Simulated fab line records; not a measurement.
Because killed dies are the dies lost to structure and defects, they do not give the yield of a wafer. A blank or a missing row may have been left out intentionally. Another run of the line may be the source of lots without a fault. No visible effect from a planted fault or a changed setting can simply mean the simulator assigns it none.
fab line records	flow nand-harc
[record] lots = 24	wafers = 72	last-day = 33
route steps=1302 shown A_STAIRCASE@811 A_SGD_CUT@902
lots untouched by any fault: they come from a run of this same line in which no faults occurred
start-h: hours from the record's first day to the start of the lot's first wafer shown	wait-h: hours elapsed since this lot's preceding step	" as in the row above	L1.1+2: one row covering several wafers at once	- value missing, or start not given	* or withheld: withheld	< > ~ a bound
route shown NAME@n: a module of which the file shows steps, and the number in the route of the first	usual: mean/standard deviation taken from wafers without a fault	same: alike in all rows	chamber/n: place in a boat	sites: readings site by site	_std_site: the values' standard deviation	_edge_site: the outer-site mean with the inner-site mean subtracted	radius-mm: for every site, how far away it sits from the centre of the wafer	mask NAME#n: copy n	behind: the tool/chamber that last shaped the wafer	hold: what put the lot on hold/how long, in hours/how the hold closed	device: the transistor (n, p or np) that didn't switch	end of line: tests run on the same wafers once the route is complete	a step without rows: its recipe alone	killed: the dies lost at the first sort to structure and to defects; this is not the yield of the wafer	map: the dies of a wafer, with x for killed, . for not killed, _ for no die there
set.NAME: the setting the step ran with; set.NAME@STEP: the setting that earlier step ran with	model.NAME: the simulator's own value behind a step, which no gauge read
route steps across a sampled set of lots; one table per step, one row per wafer
services: the hour from which a tool's chamber was out of use, counted from the record's first day as start-h (under 0 if before that day), plus the number of hours and why
[[steps]]
[step NHARC_A_STAIRCASE_ETCH_452]
[recipe] target-depth-a = 300	overetch-a = 30	time-s = 16.5	ion-energy-ev = 100	cf4-flow-sccm = 80	o2-flow-sccm = 20	ar-flow-sccm = 0	rf-w = 300	bias-w = 100	chemistry = CF4/O2
[usual] bias-w = 100.0/0.31	drypump-motor-current-A = 5.9/0.46	oes-product-au = 0.999/0.012	rf-vpp-V = 197.3/1.3	showerhead-plenum-p-Torr = 1.31/0.056	throttle-valve-pct = 13.397/0.0092
lot.wafer	tool	chamber	start-h	wait-h	bias-w	drypump-motor-current-A	oes-product-au	rf-hours-counter-h	rf-vpp-V	showerhead-plenum-p-Torr	throttle-valve-pct
L074.1	rie-diel-11	0	-	-	99.4	6.2	0.995	41	197.8	1.32	13.390
L074.5	"	0	"	"	99.8	6.2	0.998	-	196.5	1.32	13.374
L074.4	"	3	"	"	99.4	5.4	1.001	-	199.5	1.44	13.400
L075.1	rie-diel-05	3	-	-	100.2	5.7	0.979	40	196.4	1.26	13.386
L075.6	"	0	"	"	100.0	6.7	0.998	-	197.0	1.26	13.387
L075.5	"	1	"	"	99.9	5.3	0.998	-	196.0	1.28	13.409
L076.4	rie-diel-04	3	-	-	100.4	5.6	1.000	8	194.7	1.24	13.390
L076.3	"	1	"	"	99.9	5.7	1.001	9	197.8	1.35	13.399
L076.2	"	2	"	"	99.9	5.5	0.999	10	197.2	1.31	13.401
L078.3	rie-diel-04	1	-	-	100.2	5.6	1.008	17	199.0	1.34	13.401
L078.1	"	2	"	"	99.7	5.5	1.004	16	197.9	1.30	13.405
L078.5	"	1	"	"	100.5	5.6	1.009	-	198.0	1.34	13.406
L077.2	rie-diel-04	3	-	-	100.0	5.6	0.991	17	195.6	1.24	13.406
L077.5	"	2	"	"	99.8	5.5	0.999	-	196.0	1.30	13.412
L077.6	"	3	"	"	99.7	5.6	0.999	-	196.7	1.24	13.398
L079.3	rie-diel-04	2	-	-	100.1	5.6	0.998	22	197.6	1.30	13.398
L079.6	"	3	"	"	99.6	5.6	0.993	-	195.8	1.24	13.401
L079.5	"	0	"	"	100.1	6.6	0.999	-	197.9	1.35	13.392
L081.1	rie-diel-05	1	-	-	100.2	5.3	0.993	9	195.7	1.27	13.398
L081.2	"	2	"	"	100.1	6.2	1.015	12	198.5	1.35	13.388
L081.3	"	3	"	"	100.1	5.7	0.991	13	196.7	1.26	13.384
L080.4	rie-diel-11	2	-	-	99.5	5.5	1.002	3	196.7	1.25	13.415
L080.5	"	0	"	"	100.2	6.2	0.979	-	198.4	1.31	13.402
L080.6	"	1	"	"	100.1	5.8	0.989	-	197.4	1.29	13.415
L082.4	rie-diel-11	1	-	-	100.4	5.8	1.002	5	196.6	1.29	13.387
L082.3	"	3	"	"	100.1	5.4	1.004	5	198.6	1.43	13.413
L082.5	"	1	"	"	99.9	5.8	0.992	-	195.2	1.29	13.389
L083.1	rie-diel-05	3	-	-	100.1	5.7	0.997	19	195.9	1.25	13.393
L083.4	"	1	"	"	100.6	5.3	0.990	14	196.2	1.27	13.395
L083.6	"	3	"	"	99.5	5.8	1.014	-	196.3	1.25	13.405
L084.2	rie-diel-04	2	-	-	99.8	5.6	0.986	38	196.3	1.30	13.396
L084.3	"	3	"	"	100.1	5.6	0.991	39	196.1	1.24	13.412
L084.6	"	2	"	"	99.8	5.6	1.001	-	197.9	1.30	13.405
L085.2	rie-diel-04	2	-	-	99.4	5.6	0.986	41	197.8	1.30	13.385
L085.4	"	3	"	"	100.7	5.6	0.988	41	194.5	1.24	13.410
L085.3	"	1	"	"	100.0	5.7	1.006	45	197.4	1.34	13.392
L086.1	rie-diel-05	1	-	-	99.4	5.3	0.998	22	195.7	1.27	13.397
L086.4	"	2	"	"	99.7	6.2	1.019	26	199.4	1.35	13.393
L086.6	"	0	"	"	99.7	6.7	1.016	-	195.4	1.25	13.403
L087.4	rie-diel-04	0	-	-	99.5	6.6	0.998	46	196.9	1.35	13.401
L087.2	"	2	"	"	100.0	5.6	0.987	42	196.8	1.30	13.406
L087.5	"	0	"	"	100.4	6.6	1.003	-	198.0	1.35	13.397
L088.2	rie-diel-11	1	-	-	99.8	5.8	0.996	26	196.8	1.29	13.380
L088.3	"	2	"	"	100.2	5.5	1.009	28	196.5	1.24	13.394
L088.5	"	1	"	"	99.9	5.8	0.998	-	198.2	1.29	13.399
L089.3	rie-diel-04	2	-	-	99.8	5.5	0.987	2	198.2	1.30	13.408
L089.4	"	0	"	"	100.3	6.6	1.016	2	198.9	1.35	13.395
L089.5	"	2	"	"	99.9	5.5	0.990	-	196.7	1.30	13.413
L091.4	rie-diel-05	1	-	-	99.9	5.3	0.979	42	196.5	1.27	13.395
L091.3	"	3	"	"	100.0	5.8	0.995	44	196.3	1.25	13.407
L091.1	"	0	"	"	100.0	6.7	1.003	41	197.2	1.25	13.392
L090.1	rie-diel-04	0	-	-	100.1	6.6	1.014	3	198.0	1.35	13.402
L090.3	"	1	"	"	100.0	5.7	0.992	4	197.7	1.34	13.394
L090.6	"	3	"	"	99.9	5.6	0.980	-	199.7	1.45	13.386
L094.4	rie-diel-11	0	-	-	100.3	6.3	0.986	45	196.0	1.30	13.402
L094.1	"	2	"	"	100.3	5.5	1.011	40	195.9	1.24	13.405
L094.5	"	0	"	"	99.3	6.2	0.970	-	196.9	1.30	13.402
L092.2	rie-diel-04	1	-	-	100.7	5.7	1.003	9	198.1	1.33	13.407
L092.1	"	3	"	"	99.9	5.6	0.987	10	200.2	1.44	13.394
L092.5	"	1	"	"	99.9	5.6	1.003	-	197.2	1.33	13.391
L093.3	rie-diel-04	1	-	-	99.8	5.6	0.997	11	197.9	1.33	13.402
L093.6	"	0	"	"	100.2	6.6	1.010	-	197.4	1.34	13.387
L093.5	"	1	"	"	99.9	5.6	0.996	-	198.8	1.33	13.396
L095.2	rie-diel-05	0	-	-	99.4	6.7	0.979	0	194.7	1.25	13.398
L095.6	"	2	"	"	100.0	6.2	1.005	-	195.8	1.34	13.393
L095.5	"	3	"	"	100.0	5.7	0.993	-	196.1	1.25	13.404
L096.1	rie-diel-04	1	-	-	99.7	5.7	1.002	17	197.7	1.33	13.391
L096.6	"	0	"	"	99.6	6.6	1.015	-	195.9	1.34	13.405
L096.5	"	1	"	"	99.6	5.7	0.995	-	198.6	1.33	13.406
L097.4	rie-diel-04	3	-	-	100.1	5.6	0.986	25	200.5	1.44	13.412
L097.1	"	2	"	"	100.0	5.6	0.983	22	195.7	1.29	13.388
L097.5	"	0	"	"	100.6	6.6	1.016	-	198.7	1.34	13.399
[step NHARC_A_STAIRCASE_ETCH_315]
[recipe] target-depth-a = 25000	time-s = 607.1	ion-energy-ev = 800	c4f8-flow-sccm = 80	o2-flow-sccm = 60	ar-flow-sccm = withheld	rf-w = 600	bias-w = 3000	chemistry = C4F8/O2/Ar
[usual] bias-w = 2999/8.9	oes-product-au = 0.929/0.011	rf-vpp-V = 1821/11
lot.wafer	tool	chamber	start-h	wait-h	bias-w	oes-product-au	rf-hours-counter-h	rf-vpp-V
L074.4	rie-diel-05	2	-	-	2999	0.929	41	1832
L074.1	"	3	"	"	2987	0.916	40	1812
L074.5	"	2	"	"	2989	0.916	-	1831
L075.1	rie-diel-11	3	-	-	3005	0.925	41	1845
L075.6	"	3	"	"	3010	0.932	-	1845
L075.5	"	0	"	"	2996	0.935	-	1823
L076.4	rie-diel-05	3	-	-	3012	0.909	46	1813
L076.3	"	0	"	"	2983	0.915	47	1812
L076.2	"	2	"	"	2989	0.915	47	1832
L078.1	rie-diel-11	2	-	-	2994	0.926	53	1811
L078.3	"	3	"	"	3006	0.928	52	1844
L078.5	"	0	"	"	2991	0.938	-	1824
L077.2	rie-diel-05	1	-	-	2990	0.936	1	1815
L077.5	"	0	"	"	3003	0.954	-	1812
L077.6	"	1	"	"	3001	0.932	-	1816
L079.3	rie-diel-04	3	-	-	2996	0.925	26	1809
L079.6	"	0	"	"	3002	0.929	-	1833
L079.5	"	1	"	"	3007	0.931	-	1829
L081.2	rie-diel-11	2	-	-	2972	0.932	5	1811
L081.1	"	3	"	"	3008	0.935	6	1843
L081.3	"	1	"	"	3009	0.932	6	1818
L080.4	rie-diel-05	2	-	-	2987	0.948	16	1830
L080.5	"	1	"	"	2992	0.914	-	1815
L080.6	"	2	"	"	3017	0.939	-	1830
L082.3	rie-diel-05	3	-	-	2996	0.922	18	1811
L082.4	"	1	"	"	2998	0.921	13	1815
L082.5	"	2	"	"	3003	0.937	-	1831
L083.1	rie-diel-05	2	-	-	3002	0.939	20	1830
L083.4	"	0	"	"	2982	0.935	20	1810
L083.6	"	1	"	"	2997	0.930	-	1816
L084.3	rie-diel-05	3	-	-	2991	0.927	25	1812
L084.2	"	1	"	"	2995	0.929	21	1814
L084.6	"	0	"	"	3004	0.950	-	1812
L085.4	rie-diel-04	1	-	-	3023	0.939	46	1827
L085.3	"	2	"	"	3004	0.937	42	1820
L085.2	"	0	"	"	3001	0.945	47	1830
L086.1	rie-diel-05	3	-	-	2997	0.928	28	1811
L086.4	"	0	"	"	2994	0.935	26	1809
L086.6	"	0	"	"	3000	0.933	-	1812
L087.2	rie-diel-05	0	-	-	3011	0.955	27	1810
L087.4	"	3	"	"	2995	0.939	29	1811
L087.5	"	0	"	"	3003	0.952	-	1811
L088.3	rie-diel-05	2	-	-	2992	0.934	48	1827
L088.2	"	3	"	"	2991	0.918	44	1811
L088.5	"	0	"	"	3015	0.937	-	1811
L089.3	rie-diel-04	3	-	-	2990	0.921	4	1846
L089.4	"	0	"	"	2996	0.937	4	1829
L089.5	"	2	"	"	2995	0.929	-	1820
L091.3	rie-diel-04	1	-	-	2995	0.917	5	1826
L091.1	"	2	"	"	2999	0.916	5	1819
L091.4	"	0	"	"	3006	0.941	5	1830
L090.3	rie-diel-11	1	-	-	3004	0.923	38	1816
L090.1	"	3	"	"	3005	0.920	40	1843
L090.6	"	1	"	"	3008	0.920	-	1817
L094.1	rie-diel-05	0	-	-	3003	0.937	48	1810
L094.4	"	1	"	"	2984	0.908	50	1814
L094.5	"	0	"	"	3001	0.941	-	1809
L092.1	rie-diel-04	1	-	-	3019	0.923	11	1825
L092.2	"	0	"	"	3005	0.933	11	1829
L092.5	"	2	"	"	3009	0.931	-	1819
L093.3	rie-diel-04	1	-	-	3004	0.922	17	1827
L093.5	"	1	"	"	3004	0.921	-	1827
L093.6	"	2	"	"	3002	0.917	-	1819
L095.2	rie-diel-11	3	-	-	3002	0.931	58	1842
L095.6	"	1	"	"	2995	0.908	-	1818
L095.5	"	2	"	"	2999	0.926	-	1808
L096.1	rie-diel-11	2	-	-	2986	0.942	54	1808
L096.6	"	3	"	"	2993	0.930	-	1843
L096.5	"	0	"	"	3004	0.917	-	1820
L097.1	rie-diel-04	2	-	-	3000	0.923	23	1819
L097.4	"	3	"	"	3004	0.926	26	1846
L097.5	"	1	"	"	2992	0.935	-	1826
[step NHARC_A_STAIRCASE_DEP_417]
[recipe] target-thk-a = 600	step-coverage-pct = 20	temp-c = 400	target-thk-nm = 60	flow-sccm = 200	rf-w = 450	material = Si3N4
[usual] heater-power-w = 685/130
lot.wafer	tool	chamber	start-h	wait-h	heater-power-w
L074.1	pecvd-01	0	382.26	-	969
L074.5	"	1	"	"	609
L074.4	"	2	"	"	594
L075.1	pecvd-01	2	390.31	-	508
L075.5	"	1	"	"	720
L075.6	"	2	"	"	506
L076.3	pecvd-02	1	400.93	-	774
L076.2	"	2	"	"	695
L076.4	"	1	"	"	767
L078.3	pecvd-02	0	424.61	-	516
L078.1	"	1	"	"	839
L078.5	"	1	"	"	859
L077.2	pecvd-03	1	424.81	-	645
L077.6	"	2	"	"	782
L077.5	"	1	"	"	637
L079.3	pecvd-01	1	440.48	-	675
L079.5	"	2	"	"	508
L079.6	"	1	"	"	670
L081.3	pecvd-02	1	463.58	-	759
L081.1	"	2	"	"	706
L081.2	"	0	"	"	641
L080.4	pecvd-01	1	468.13	-	702
L080.5	"	2	"	"	550
L080.6	"	0	"	"	808
L082.3	pecvd-01	0	470.31	-	908
L082.4	"	0	"	"	900
L082.5	"	1	"	"	714
L083.1	pecvd-03	1	476.76	-	628
L083.6	"	1	"	"	632
L083.4	"	2	"	"	720
L084.2	pecvd-03	2	490.74	-	854
L084.3	"	1	"	"	698
L084.6	"	2	"	"	702
L086.1	pecvd-01	1	506.48	-	782
L086.4	"	0	"	"	995
L086.6	"	1	"	"	795
L085.2	pecvd-02	0	506.61	-	606
L085.3	"	1	"	"	794
L085.4	"	0	"	"	599
L087.2	pecvd-03	1	508.86	-	665
L087.5	"	0	"	"	527
L087.4	"	1	"	"	672
L088.3	pecvd-02	2	551.16	-	725
L088.2	"	1	"	"	746
L088.5	"	1	"	"	752
L089.3	pecvd-01	2	555.34	-	516
L089.5	"	2	"	"	525
L089.4	"	0	"	"	896
L091.3	pecvd-01	2	557.46	-	506
L091.1	"	0	"	"	973
L091.4	"	1	"	"	756
L090.1	pecvd-01	0	559.03	-	863
L090.3	"	1	"	"	730
L090.6	"	1	"	"	734
L094.1	pecvd-02	1	582.42	-	727
L094.4	"	0	"	"	531
L094.5	"	2	"	"	709
L092.2	pecvd-03	2	584.29	-	717
L092.1	"	0	"	"	567
L092.5	"	2	"	"	720
L093.3	pecvd-03	0	597.43	-	505
L093.5	"	2	"	"	720
L093.6	"	1	"	"	766
L095.2	pecvd-02	1	606.26	-	839
L095.6	"	2	"	"	731
L095.5	"	0	"	"	545
L096.1	pecvd-03	1	606.48	-	733
L096.6	"	0	"	"	545
L096.5	"	1	"	"	759
L097.1	pecvd-03	1	617.55	-	641
L097.5	"	1	"	"	626
L097.4	"	2	"	"	700
[step NHARC_A_SGD_CUT_OVL_MEAS_10]
[usual] overlay-x-nm = 0.1/0.95	overlay-y-nm = -0.2/0.81
lot.wafer	tool	chamber	start-h	wait-h	overlay-x-nm	overlay-y-nm
L075.1	overlay-01	-	429.54	-	0.9	-0.6
L075.5	"	-	"	"	1.2	-0.3
L075.6	"	-	"	"	1.4	-0.1
L074.1	overlay-02	-	429.76	-	1.2	-0.3
L074.4	"	-	"	"	1.0	-0.2
L074.5	"	-	"	"	1.3	-0.2
L076.2	overlay-02	-	445.30	-	-1.1	-0.8
L076.3	"	-	"	"	-0.7	-0.6
L076.4	"	-	"	"	-0.9	-1.1
L077.2	overlay-02	-	476.47	-	-0.6	-0.4
L077.5	"	-	"	"	-0.5	1.1
L077.6	"	-	"	"	-0.6	0.1
L078.1	overlay-01	-	476.66	-	-1.5	-1.3
L078.3	"	-	"	"	-1.5	-1.2
L078.5	"	-	"	"	-1.6	-2.1
L079.3	overlay-02	-	485.88	-	0.9	-0.5
L079.5	"	-	"	"	0.7	0.3
L079.6	"	-	"	"	1.3	-0.6
L081.1	overlay-01	-	508.35	-	0.2	0.2
L081.2	"	-	"	"	0.5	0.6
L081.3	"	-	"	"	0.5	0.2
L080.4	overlay-02	-	516.95	-	-0.5	-0.6
L080.5	"	-	"	"	-0.3	-1.2
L080.6	"	-	"	"	-0.5	0.1
L082.3	overlay-02	-	517.28	-	1.1	1.0
L082.4	"	-	"	"	1.4	0.9
L082.5	"	-	"	"	1.2	0.8
L083.1	overlay-02	-	526.76	-	0.8	1.3
L083.4	"	-	"	"	0.2	1.2
L083.6	"	-	"	"	0.0	1.2
L084.2	overlay-01	-	538.51	-	1.5	0.0
L084.3	"	-	"	"	1.3	0.0
L084.6	"	-	"	"	1.2	-0.3
L087.2	overlay-01	-	549.07	-	0.0	-0.5
L087.4	"	-	"	"	-0.8	0.0
L087.5	"	-	"	"	0.1	-0.4
L086.1	overlay-01	-	550.21	-	0.1	1.3
L086.4	"	-	"	"	0.5	2.4
L086.6	"	-	"	"	0.2	1.3
L085.2	overlay-02	-	552.80	-	-1.8	0.3
L085.3	"	-	"	"	-1.2	0.0
L085.4	"	-	"	"	-1.5	0.4
L089.3	overlay-02	-	595.43	-	0.1	0.6
L089.4	"	-	"	"	-0.4	0.3
L089.5	"	-	"	"	0.3	0.0
L088.2	overlay-02	-	595.60	-	-0.9	-0.9
L088.3	"	-	"	"	-0.3	-0.6
L088.5	"	-	"	"	-1.1	-0.3
L091.1	overlay-02	-	597.55	-	-1.1	-1.6
L091.3	"	-	"	"	-1.2	-1.4
L091.4	"	-	"	"	-1.8	-1.6
L090.1	overlay-01	-	597.58	-	0.9	0.0
L090.3	"	-	"	"	0.4	0.2
L090.6	"	-	"	"	0.4	0.1
L094.1	overlay-02	-	626.72	-	-0.2	-0.7
L094.4	"	-	"	"	0.0	-0.6
L094.5	"	-	"	"	-0.1	-0.3
L092.1	overlay-01	-	626.92	-	1.1	-1.2
L092.2	"	-	"	"	1.2	-1.4
L092.5	"	-	"	"	1.1	-1.0
L093.3	overlay-02	-	645.77	-	1.3	-0.2
L093.5	"	-	"	"	1.2	-0.3
L093.6	"	-	"	"	1.4	0.2
L095.2	overlay-01	-	657.24	-	-0.7	0.3
L095.5	"	-	"	"	-0.4	-0.6
L095.6	"	-	"	"	-0.8	-0.5
L096.1	overlay-02	-	658.04	-	-0.9	-0.6
L096.5	"	-	"	"	-0.4	-0.3
L096.6	"	-	"	"	-0.8	-0.6
L097.1	overlay-02	-	664.62	-	0.9	0.2
L097.4	"	-	"	"	1.2	0.7
L097.5	"	-	"	"	0.8	0.4
[step NHARC_A_SGD_CUT_ETCH_16]
[recipe] target-depth-a = 3105	time-s = 155.2	c4f8-flow-sccm = withheld	o2-flow-sccm = 8	ar-flow-sccm = withheld	rf-w = 600	bias-w = 800	chemistry = C4F8/O2/Ar
[usual] bias-w = 799.9/2.7	oes-product-au = 0.974/0.018	rf-vpp-V = 723/4.5
lot.wafer	tool	chamber	start-h	wait-h	bias-w	oes-product-au	rf-hours-counter-h	rf-vpp-V
L075.1	rie-diel-06	3	-	-	798.0	0.991	7	727
L075.6	"	2	"	"	802.0	0.978	-	723
L075.5	"	3	"	"	802.3	0.992	-	726
L074.4	rie-diel-08	1	-	-	796.3	0.982	6	719
L074.1	"	3	"	"	796.1	0.966	5	731
L074.5	"	1	"	"	795.0	0.991	-	719
L076.3	rie-diel-08	2	-	-	799.9	0.973	6	721
L076.2	"	3	"	"	800.0	0.975	6	730
L076.4	"	0	"	"	800.5	0.982	7	716
L078.1	rie-diel-08	0	-	-	801.8	0.968	10	715
L078.3	"	2	"	"	797.7	0.913	9	723
L078.5	"	3	"	"	800.4	0.967	-	730
L077.2	rie-diel-10	1	-	-	797.0	0.960	2	725
L077.5	"	3	"	"	799.4	0.948	-	727
L077.6	"	0	"	"	802.4	0.955	-	728
L079.3	rie-diel-10	0	-	-	799.4	0.987	3	727
L079.6	"	1	"	"	802.5	1.001	-	726
L079.5	"	2	"	"	802.2	0.993	-	717
L081.3	rie-diel-08	2	-	-	803.1	0.967	11	722
L081.2	"	3	"	"	799.8	0.988	11	731
L081.1	"	1	"	"	800.1	0.966	12	718
L080.4	rie-diel-08	3	-	-	800.8	0.980	12	730
L080.6	"	0	"	"	804.2	0.990	-	716
L080.5	"	1	"	"	799.8	0.975	-	719
L082.3	rie-diel-10	0	-	-	802.0	0.975	4	729
L082.4	"	1	"	"	800.9	0.995	4	726
L082.5	"	3	"	"	798.4	0.995	-	726
L083.4	rie-diel-08	3	-	-	800.8	0.985	13	731
L083.1	"	0	"	"	799.5	0.993	14	717
L083.6	"	3	"	"	802.5	0.980	-	730
L084.2	rie-diel-06	0	-	-	797.4	0.993	3	724
L084.3	"	1	"	"	800.7	0.974	3	726
L084.6	"	0	"	"	800.5	0.988	-	725
L087.2	rie-diel-10	1	-	-	799.1	0.972	6	725
L087.4	"	3	"	"	800.1	0.992	6	725
L087.5	"	1	"	"	796.9	0.981	-	726
L086.1	rie-diel-06	1	-	-	803.4	0.980	4	728
L086.4	"	2	"	"	792.9	0.983	5	726
L086.6	"	1	"	"	801.1	0.987	-	727
L085.4	rie-diel-10	2	-	-	802.3	0.936	6	716
L085.3	"	3	"	"	797.1	0.945	6	725
L085.2	"	1	"	"	799.8	0.946	6	725
L089.3	rie-diel-10	3	-	-	798.0	1.004	7	724
L089.4	"	0	"	"	798.4	0.995	7	730
L089.5	"	2	"	"	796.7	0.970	-	717
L088.2	rie-diel-06	0	-	-	795.5	0.954	7	725
L088.3	"	2	"	"	803.8	0.962	6	722
L088.5	"	0	"	"	795.3	0.942	-	725
L090.1	rie-diel-08	2	-	-	799.6	0.960	4	721
L090.3	"	3	"	"	798.9	0.969	4	730
L090.6	"	2	"	"	796.0	0.956	-	722
L091.1	rie-diel-06	3	-	-	796.6	0.986	7	727
L091.3	"	0	"	"	801.6	0.996	7	724
L091.4	"	1	"	"	797.8	0.993	7	729
L092.1	rie-diel-10	1	-	-	799.7	0.989	1	725
L092.2	"	0	"	"	798.7	0.996	1	728
L092.5	"	2	"	"	803.3	0.967	-	717
L094.1	rie-diel-08	1	-	-	803.7	0.943	7	719
L094.4	"	2	"	"	796.4	0.930	7	723
L094.5	"	0	"	"	797.0	0.953	-	717
L093.3	rie-diel-06	0	-	-	800.1	0.976	9	725
L093.5	"	2	"	"	798.0	0.966	-	722
L093.6	"	3	"	"	804.8	0.968	-	726
L095.2	rie-diel-08	3	-	-	801.7	0.963	10	730
L095.6	"	3	"	"	801.4	0.958	-	730
L095.5	"	0	"	"	801.5	0.977	-	716
L096.1	rie-diel-06	2	-	-	802.6	0.974	10	723
L096.6	"	0	"	"	796.8	0.980	-	725
L096.5	"	1	"	"	803.5	0.958	-	728
L097.1	rie-diel-10	1	-	-	799.1	0.988	4	726
L097.4	"	2	"	"	796.4	0.982	4	717
L097.5	"	2	"	"	802.0	0.965	-	718
[step NHARC_A_SGD_CUT_THK_MEAS_22]
[recipe] thk-meas-gauge = ellipsometry
[usual] thk-nm = 147.4/1.4
lot.wafer	tool	chamber	start-h	wait-h	thk-nm
L075.1	film-metro-02	-	436.85	0.2	146.4
L075.5	"	-	"	"	148.4
L075.6	"	-	"	"	148.3
L074.1	film-metro-01	-	436.86	0.2	148.2
L074.4	"	-	"	"	145.4
L074.5	"	-	"	"	150.2
L076.2	film-metro-02	-	453.47	0.2	147.5
L076.3	"	-	"	"	148.5
L076.4	"	-	"	"	146.7
L077.2	film-metro-02	-	483.00	0.2	148.1
L077.5	"	-	"	"	145.9
L077.6	"	-	"	"	149.0
L078.1	film-metro-01	-	483.01	0.2	144.7
L078.3	"	-	"	"	149.4
L078.5	"	-	"	"	147.6
L079.3	film-metro-01	-	493.44	0.2	148.5
L079.5	"	-	"	"	145.2
L079.6	"	-	"	"	146.0
L081.1	film-metro-01	-	516.43	0.2	148.7
L081.2	"	-	"	"	147.0
L081.3	"	-	"	"	146.6
L080.4	film-metro-01	-	526.29	0.2	146.2
L080.5	"	-	"	"	149.7
L080.6	"	-	"	"	148.4
L082.3	film-metro-02	-	526.31	0.2	145.6
L082.4	"	-	"	"	148.0
L082.5	"	-	"	"	146.7
L083.1	film-metro-02	-	532.86	0.2	147.9
L083.4	"	-	"	"	149.6
L083.6	"	-	"	"	146.3
L084.2	film-metro-02	-	545.01	0.2	148.2
L084.3	"	-	"	"	146.7
L084.6	"	-	"	"	147.5
L087.2	film-metro-01	-	555.31	0.2	148.0
L087.4	"	-	"	"	144.6
L087.5	"	-	"	"	147.7
L086.1	film-metro-02	-	555.32	0.2	148.2
L086.4	"	-	"	"	146.2
L086.6	"	-	"	"	144.8
L085.2	film-metro-01	-	561.98	0.2	147.3
L085.3	"	-	"	"	148.4
L085.4	"	-	"	"	146.3
L088.2	film-metro-02	-	602.07	0.2	144.7
L088.3	"	-	"	"	148.1
L088.5	"	-	"	"	144.8
L089.3	film-metro-01	-	602.07	0.2	147.7
L089.4	"	-	"	"	148.8
L089.5	"	-	"	"	150.7
L090.1	film-metro-02	-	602.09	0.2	149.7
L090.3	"	-	"	"	149.1
L090.6	"	-	"	"	146.2
L091.1	film-metro-01	-	602.22	0.2	149.9
L091.3	"	-	"	"	144.9
L091.4	"	-	"	"	145.9
L092.1	film-metro-02	-	633.33	0.2	146.9
L092.2	"	-	"	"	148.8
L092.5	"	-	"	"	146.8
L094.1	film-metro-01	-	633.33	0.2	146.1
L094.4	"	-	"	"	148.1
L094.5	"	-	"	"	147.3
L093.3	film-metro-02	-	652.27	0.2	147.9
L093.5	"	-	"	"	148.5
L093.6	"	-	"	"	147.1
L095.2	film-metro-02	-	663.53	0.2	148.1
L095.5	"	-	"	"	147.4
L095.6	"	-	"	"	150.1
L096.1	film-metro-02	-	663.53	0.2	148.0
L096.5	"	-	"	"	146.8
L096.6	"	-	"	"	150.2
L097.1	film-metro-02	-	670.73	0.2	147.9
L097.4	"	-	"	"	147.4
L097.5	"	-	"	"	146.2
[[services]]
tool	chamber	start-h	hours	kind
rie-diel-08	0	351.33	5.7	repair
rie-diel-04	-	357.72	9.0	pm
rie-diel-08	-	367.80	9.0	pm
rie-diel-11	1	368.49	3.0	repair
rie-diel-05	-	379.33	0.6	repair
rie-diel-08	3	381.38	3.0	repair
rie-diel-11	0	382.77	2.6	repair
rie-diel-05	2	387.19	2.6	repair
rie-diel-04	2	396.83	6.5	repair
rie-diel-05	-	406.66	9.0	pm
rie-diel-05	1	430.65	7.7	repair
rie-diel-11	-	433.46	9.0	pm
pecvd-01	0	435.80	5.0	repair
rie-diel-04	3	453.51	2.3	repair
pecvd-01	-	453.75	2.0	repair
rie-diel-08	2	473.66	3.7	repair
pecvd-01	-	492.07	13.0	pm
rie-diel-08	-	531.31	2.4	repair
rie-diel-04	-	534.72	9.0	pm
rie-diel-11	2	580.32	2.7	repair
rie-diel-05	-	583.66	9.0	pm
rie-diel-11	-	610.70	9.0	pm
rie-diel-05	0	624.22	17.4	repair
rie-diel-11	2	643.46	6.4	repair
[[key]]
fault none
